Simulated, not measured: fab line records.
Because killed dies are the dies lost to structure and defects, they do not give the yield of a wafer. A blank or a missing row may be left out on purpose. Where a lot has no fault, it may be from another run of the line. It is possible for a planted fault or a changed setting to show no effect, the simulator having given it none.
A sampling plan put to the test / flow n5_finfet / one fab line, 29 faults that these records tell of, each judged on the records of the lots that it struck
What counts as the plan is the set of the line's own looks, namely the steps on the route at which a gauge or an inspection reads a wafer and does not change it. Where struck wafers have a number at a look and the file lists that look's usual mean and standard deviation on fault-free wafers, the look can be judged. Caught: the struck wafers' mean, at a look after the fault's first step, is 4 or more of those standard deviations (sigma) away from the usual mean. On the tool: the fault's steps, tested the same way using the tool's own readings. If the struck wafers alone have a blank record, or they carry another recipe, that too counts as caught.

THE FAULTS, as the simulator had put them in
1. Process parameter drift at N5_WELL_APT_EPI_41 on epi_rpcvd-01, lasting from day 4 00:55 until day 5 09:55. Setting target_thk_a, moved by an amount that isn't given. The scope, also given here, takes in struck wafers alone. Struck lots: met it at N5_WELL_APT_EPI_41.
2. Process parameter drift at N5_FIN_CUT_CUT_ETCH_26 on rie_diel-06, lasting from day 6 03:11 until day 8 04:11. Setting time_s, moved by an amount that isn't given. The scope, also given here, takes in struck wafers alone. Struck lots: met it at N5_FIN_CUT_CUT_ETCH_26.
3. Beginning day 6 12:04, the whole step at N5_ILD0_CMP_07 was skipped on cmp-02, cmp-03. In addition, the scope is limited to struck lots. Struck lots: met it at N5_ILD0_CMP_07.
4. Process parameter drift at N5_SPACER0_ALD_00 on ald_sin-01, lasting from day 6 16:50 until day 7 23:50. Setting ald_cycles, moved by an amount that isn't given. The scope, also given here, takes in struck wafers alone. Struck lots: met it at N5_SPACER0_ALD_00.
5. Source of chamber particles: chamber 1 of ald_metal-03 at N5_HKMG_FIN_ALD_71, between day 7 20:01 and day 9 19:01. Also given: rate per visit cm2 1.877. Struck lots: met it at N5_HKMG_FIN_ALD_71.
6. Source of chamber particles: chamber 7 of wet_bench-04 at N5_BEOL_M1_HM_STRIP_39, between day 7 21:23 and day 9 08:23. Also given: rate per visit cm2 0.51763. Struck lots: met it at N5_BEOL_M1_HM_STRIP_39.
7. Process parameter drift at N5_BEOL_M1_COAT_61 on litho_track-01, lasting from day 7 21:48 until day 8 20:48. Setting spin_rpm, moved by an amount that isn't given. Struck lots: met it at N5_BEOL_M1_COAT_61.
8. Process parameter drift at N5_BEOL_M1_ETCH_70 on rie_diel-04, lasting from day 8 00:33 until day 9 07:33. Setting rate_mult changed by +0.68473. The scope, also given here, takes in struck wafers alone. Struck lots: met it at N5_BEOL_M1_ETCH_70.
9. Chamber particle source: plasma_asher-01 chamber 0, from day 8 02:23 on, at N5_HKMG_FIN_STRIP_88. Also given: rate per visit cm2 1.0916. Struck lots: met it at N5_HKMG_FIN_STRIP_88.
10. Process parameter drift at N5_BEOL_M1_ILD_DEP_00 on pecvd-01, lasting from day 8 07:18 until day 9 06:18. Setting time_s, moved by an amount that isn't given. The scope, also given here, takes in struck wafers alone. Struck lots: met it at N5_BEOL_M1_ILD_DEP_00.
11. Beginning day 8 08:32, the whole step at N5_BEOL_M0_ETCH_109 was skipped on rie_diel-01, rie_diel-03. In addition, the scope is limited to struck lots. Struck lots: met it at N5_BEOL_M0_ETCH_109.
12. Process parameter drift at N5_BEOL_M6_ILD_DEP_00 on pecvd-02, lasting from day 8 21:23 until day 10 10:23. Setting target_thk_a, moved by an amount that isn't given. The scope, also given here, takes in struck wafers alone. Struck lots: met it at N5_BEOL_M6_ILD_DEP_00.
13. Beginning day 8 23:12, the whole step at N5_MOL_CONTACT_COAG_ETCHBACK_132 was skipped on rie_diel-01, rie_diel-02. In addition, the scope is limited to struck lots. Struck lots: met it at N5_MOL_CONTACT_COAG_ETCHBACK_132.
14. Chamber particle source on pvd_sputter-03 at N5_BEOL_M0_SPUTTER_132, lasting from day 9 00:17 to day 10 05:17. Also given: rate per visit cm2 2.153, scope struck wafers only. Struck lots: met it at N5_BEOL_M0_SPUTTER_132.
15. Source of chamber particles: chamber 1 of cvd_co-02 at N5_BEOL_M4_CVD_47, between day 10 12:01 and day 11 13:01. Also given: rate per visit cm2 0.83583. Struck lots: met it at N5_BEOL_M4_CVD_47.
16. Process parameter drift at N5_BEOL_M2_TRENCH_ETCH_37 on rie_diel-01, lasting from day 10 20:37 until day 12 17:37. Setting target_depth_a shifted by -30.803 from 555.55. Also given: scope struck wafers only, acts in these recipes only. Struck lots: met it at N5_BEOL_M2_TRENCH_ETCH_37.
17. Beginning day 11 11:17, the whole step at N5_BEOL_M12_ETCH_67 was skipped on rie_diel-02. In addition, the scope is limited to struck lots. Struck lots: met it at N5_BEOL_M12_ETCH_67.
18. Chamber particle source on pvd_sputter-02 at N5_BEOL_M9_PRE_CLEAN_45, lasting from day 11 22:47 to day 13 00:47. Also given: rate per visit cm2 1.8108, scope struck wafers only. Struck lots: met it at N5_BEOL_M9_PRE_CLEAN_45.
19. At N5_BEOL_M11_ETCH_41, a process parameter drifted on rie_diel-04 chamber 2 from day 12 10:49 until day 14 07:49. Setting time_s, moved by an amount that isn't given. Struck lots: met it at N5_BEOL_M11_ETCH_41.
20. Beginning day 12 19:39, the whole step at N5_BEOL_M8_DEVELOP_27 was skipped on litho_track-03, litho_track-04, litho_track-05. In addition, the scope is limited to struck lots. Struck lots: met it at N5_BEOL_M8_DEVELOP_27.
21. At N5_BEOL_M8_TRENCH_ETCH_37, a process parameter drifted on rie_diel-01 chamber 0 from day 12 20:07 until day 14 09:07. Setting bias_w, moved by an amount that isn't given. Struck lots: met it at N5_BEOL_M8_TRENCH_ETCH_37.
22. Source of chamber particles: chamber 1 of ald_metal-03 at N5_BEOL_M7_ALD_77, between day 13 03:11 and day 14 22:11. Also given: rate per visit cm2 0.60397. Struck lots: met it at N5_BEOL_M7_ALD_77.
23. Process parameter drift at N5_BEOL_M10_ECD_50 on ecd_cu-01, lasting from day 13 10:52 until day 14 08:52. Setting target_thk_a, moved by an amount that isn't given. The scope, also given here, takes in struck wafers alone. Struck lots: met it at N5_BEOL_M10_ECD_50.
24. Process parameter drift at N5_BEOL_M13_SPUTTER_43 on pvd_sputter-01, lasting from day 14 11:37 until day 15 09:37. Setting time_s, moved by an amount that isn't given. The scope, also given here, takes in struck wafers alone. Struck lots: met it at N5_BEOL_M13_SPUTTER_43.
25. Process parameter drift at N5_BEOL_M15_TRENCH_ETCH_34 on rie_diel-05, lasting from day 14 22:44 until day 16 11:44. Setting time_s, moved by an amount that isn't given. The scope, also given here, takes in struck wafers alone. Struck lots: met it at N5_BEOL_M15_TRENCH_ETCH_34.
26. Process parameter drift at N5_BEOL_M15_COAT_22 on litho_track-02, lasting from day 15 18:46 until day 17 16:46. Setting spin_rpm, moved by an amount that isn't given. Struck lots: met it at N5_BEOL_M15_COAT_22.
27. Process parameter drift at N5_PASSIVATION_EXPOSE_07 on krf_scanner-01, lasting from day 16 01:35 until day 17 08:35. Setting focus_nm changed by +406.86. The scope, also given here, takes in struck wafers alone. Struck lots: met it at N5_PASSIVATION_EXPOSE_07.
28. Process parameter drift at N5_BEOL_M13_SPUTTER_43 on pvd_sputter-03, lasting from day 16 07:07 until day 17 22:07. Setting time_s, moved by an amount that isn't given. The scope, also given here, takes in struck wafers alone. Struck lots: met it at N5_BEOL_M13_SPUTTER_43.
29. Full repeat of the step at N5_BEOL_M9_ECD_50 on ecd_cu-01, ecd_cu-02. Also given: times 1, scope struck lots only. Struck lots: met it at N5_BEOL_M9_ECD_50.

WHAT THE PLAN SAW
fault=1; on the tool itself=under 2 sigma; first look that catches it=not the one look that can be judged after it; reading, sigma=strongest: CJ_N at N5_BEOL_M4_RC_MEAS_101, +3.0; median hours from its first step to that look=-; hours from the fault's start to the first struck lot there=-; judged looks passed uncaught=1
fault=2; on the tool itself=run_length_s +7.3 sigma; first look that catches it=not the one look that can be judged after it; reading, sigma=-; median hours from its first step to that look=-; hours from the fault's start to the first struck lot there=-; judged looks passed uncaught=1
fault=3; on the tool itself=the tool's record is blank for the struck wafers; first look that catches it=N5_ILD0_THK_MEAS_08; reading, sigma=thk_nm +42; median hours from its first step to that look=0.3; hours from the fault's start to the first struck lot there=4; judged looks passed uncaught=0
fault=4; on the tool itself=under 2 sigma; first look that catches it=not the one look that can be judged after it; reading, sigma=-; median hours from its first step to that look=-; hours from the fault's start to the first struck lot there=-; judged looks passed uncaught=1
fault=5; on the tool itself=under 2 sigma; first look that catches it=not the one look that can be judged after it; reading, sigma=-; median hours from its first step to that look=-; hours from the fault's start to the first struck lot there=-; judged looks passed uncaught=1
fault=6; on the tool itself=no reading that can be judged; first look that catches it=no look after it can be judged; reading, sigma=-; median hours from its first step to that look=-; hours from the fault's start to the first struck lot there=-; judged looks passed uncaught=0
fault=7; on the tool itself=spin_speed_rpm +72 sigma; first look that catches it=not the one look that can be judged after it; reading, sigma=-; median hours from its first step to that look=-; hours from the fault's start to the first struck lot there=-; judged looks passed uncaught=1
fault=8; on the tool itself=under 2 sigma; first look that catches it=none of the 2 looks that can be judged after it; reading, sigma=strongest: CHAIN_V0 at N5_BEOL_M4_RC_MEAS_101, -3.1; median hours from its first step to that look=-; hours from the fault's start to the first struck lot there=-; judged looks passed uncaught=2
fault=9; on the tool itself=under 2 sigma; first look that catches it=no look after it can be judged; reading, sigma=-; median hours from its first step to that look=-; hours from the fault's start to the first struck lot there=-; judged looks passed uncaught=0
fault=10; on the tool itself=under 2 sigma; first look that catches it=N5_BEOL_M1_THK_MEAS_01; reading, sigma=M1_ILD_THK +32; median hours from its first step to that look=0.1; hours from the fault's start to the first struck lot there=0; judged looks passed uncaught=0
fault=11; on the tool itself=the tool's record is blank for the struck wafers; first look that catches it=N5_BEOL_M0_RS_MEAS_126; reading, sigma=M0_RS +4.7; median hours from its first step to that look=3.8; hours from the fault's start to the first struck lot there=8; judged looks passed uncaught=0
fault=12; on the tool itself=under 2 sigma; first look that catches it=N5_BEOL_M6_THK_MEAS_01; reading, sigma=M6_ILD_THK +8.9; median hours from its first step to that look=0.6; hours from the fault's start to the first struck lot there=4; judged looks passed uncaught=0
fault=13; on the tool itself=the tool's record is blank for the struck wafers; first look that catches it=no look after it can be judged; reading, sigma=-; median hours from its first step to that look=-; hours from the fault's start to the first struck lot there=-; judged looks passed uncaught=0
fault=14; on the tool itself=under 2 sigma; first look that catches it=none of the 4 looks that can be judged after it; reading, sigma=-; median hours from its first step to that look=-; hours from the fault's start to the first struck lot there=-; judged looks passed uncaught=4
fault=15; on the tool itself=no reading that can be judged; first look that catches it=no look after it can be judged; reading, sigma=-; median hours from its first step to that look=-; hours from the fault's start to the first struck lot there=-; judged looks passed uncaught=0
fault=16; on the tool itself=under 2 sigma; first look that catches it=none of the 3 looks that can be judged after it; reading, sigma=strongest: M2_RS at N5_BEOL_M2_RS_MEAS_58, +3.9; median hours from its first step to that look=-; hours from the fault's start to the first struck lot there=-; judged looks passed uncaught=3
fault=17; on the tool itself=the tool's record is blank for the struck wafers; first look that catches it=no look after it can be judged; reading, sigma=-; median hours from its first step to that look=-; hours from the fault's start to the first struck lot there=-; judged looks passed uncaught=0
fault=18; on the tool itself=under 2 sigma; first look that catches it=not the one look that can be judged after it; reading, sigma=-; median hours from its first step to that look=-; hours from the fault's start to the first struck lot there=-; judged looks passed uncaught=1
fault=19; on the tool itself=run_length_s -9.1 sigma; first look that catches it=no look after it can be judged; reading, sigma=-; median hours from its first step to that look=-; hours from the fault's start to the first struck lot there=-; judged looks passed uncaught=0
fault=20; on the tool itself=no reading that can be judged; first look that catches it=no look after it can be judged; reading, sigma=-; median hours from its first step to that look=-; hours from the fault's start to the first struck lot there=-; judged looks passed uncaught=0
fault=21; on the tool itself=bias_w +56 sigma; first look that catches it=none of the 3 looks that can be judged after it; reading, sigma=-; median hours from its first step to that look=-; hours from the fault's start to the first struck lot there=-; judged looks passed uncaught=3
fault=22; on the tool itself=under 2 sigma; first look that catches it=not the one look that can be judged after it; reading, sigma=-; median hours from its first step to that look=-; hours from the fault's start to the first struck lot there=-; judged looks passed uncaught=1
fault=23; on the tool itself=no reading that can be judged; first look that catches it=none of the 2 looks that can be judged after it; reading, sigma=-; median hours from its first step to that look=-; hours from the fault's start to the first struck lot there=-; judged looks passed uncaught=2
fault=24; on the tool itself=under 2 sigma; first look that catches it=no look after it can be judged; reading, sigma=-; median hours from its first step to that look=-; hours from the fault's start to the first struck lot there=-; judged looks passed uncaught=0
fault=25; on the tool itself=under 2 sigma; first look that catches it=N5_BEOL_M15_THK_MEAS_50; reading, sigma=M15_THK +4.5; median hours from its first step to that look=4.3; hours from the fault's start to the first struck lot there=12; judged looks passed uncaught=0
fault=26; on the tool itself=spin_speed_rpm -99 or beyond sigma; first look that catches it=no look after it can be judged; reading, sigma=-; median hours from its first step to that look=-; hours from the fault's start to the first struck lot there=-; judged looks passed uncaught=0
fault=27; on the tool itself=no reading that can be judged; first look that catches it=N5_PASSIVATION_CD_MEAS_10; reading, sigma=cd_nm +5.1; median hours from its first step to that look=0.2; hours from the fault's start to the first struck lot there=5; judged looks passed uncaught=0
fault=28; on the tool itself=under 2 sigma; first look that catches it=not the one look that can be judged after it; reading, sigma=-; median hours from its first step to that look=-; hours from the fault's start to the first struck lot there=-; judged looks passed uncaught=1
fault=29; on the tool itself=no reading that can be judged; first look that catches it=not the one look that can be judged after it; reading, sigma=-; median hours from its first step to that look=-; hours from the fault's start to the first struck lot there=-; judged looks passed uncaught=1
A dash: this means the fault isn't caught or the number doesn't appear in these records.

Caught at a look: 6 of 29. Caught on the tool: 9 of 29. By one or the other: 13 of 29.
Faults caught by the tool alone: 2, 7, 13, 17, 19, 21, 26.
Caught at a look alone: faults 10, 12, 25, 27.
Caught by neither: faults 1, 4, 5, 6, 8, 9, 14, 15, 16, 18, 20, 22, 23, 24, 28, 29.

THINNER SAMPLING
In the worst case, this is how late the first struck lot would be measured if the look that catches a fault measured only every second or every third lot, by lot number:
fault=3; struck lots at that look, in order of time=L181, L182, L183; every lot=4 h; every second lot=9 h; every third lot=13 h
fault=10; struck lots at that look, in order of time=L372, L373, L374; every lot=0 h; every second lot=10 h; every third lot=21 h
fault=11; struck lots at that look, in order of time=L406, L407; every lot=8 h; every second lot=19 h; every third lot=may miss all 2
fault=12; struck lots at that look, in order of time=L310, L312; every lot=4 h; every second lot=may miss all 2; every third lot=may miss all 2
fault=25; struck lots at that look, in order of time=L463, L465, L464; every lot=12 h; every second lot=21 h; every third lot=21 h
fault=27; struck lots at that look, in order of time=L595, L599; every lot=5 h; every second lot=may miss all 2; every third lot=may miss all 2
Hours: fault start to first struck lot measured. Since the struck wafers were tested as one group against 4 sigma, a single lot by itself may lie under the limit. Other struck lots may not be in these records.

THE LONGEST TIMED WAY FROM STEP TO LOOK
In fault 25, a median of 4.3 hours elapses between N5_BEOL_M15_TRENCH_ETCH_34 and N5_BEOL_M15_THK_MEAS_50. No look between them can be judged.
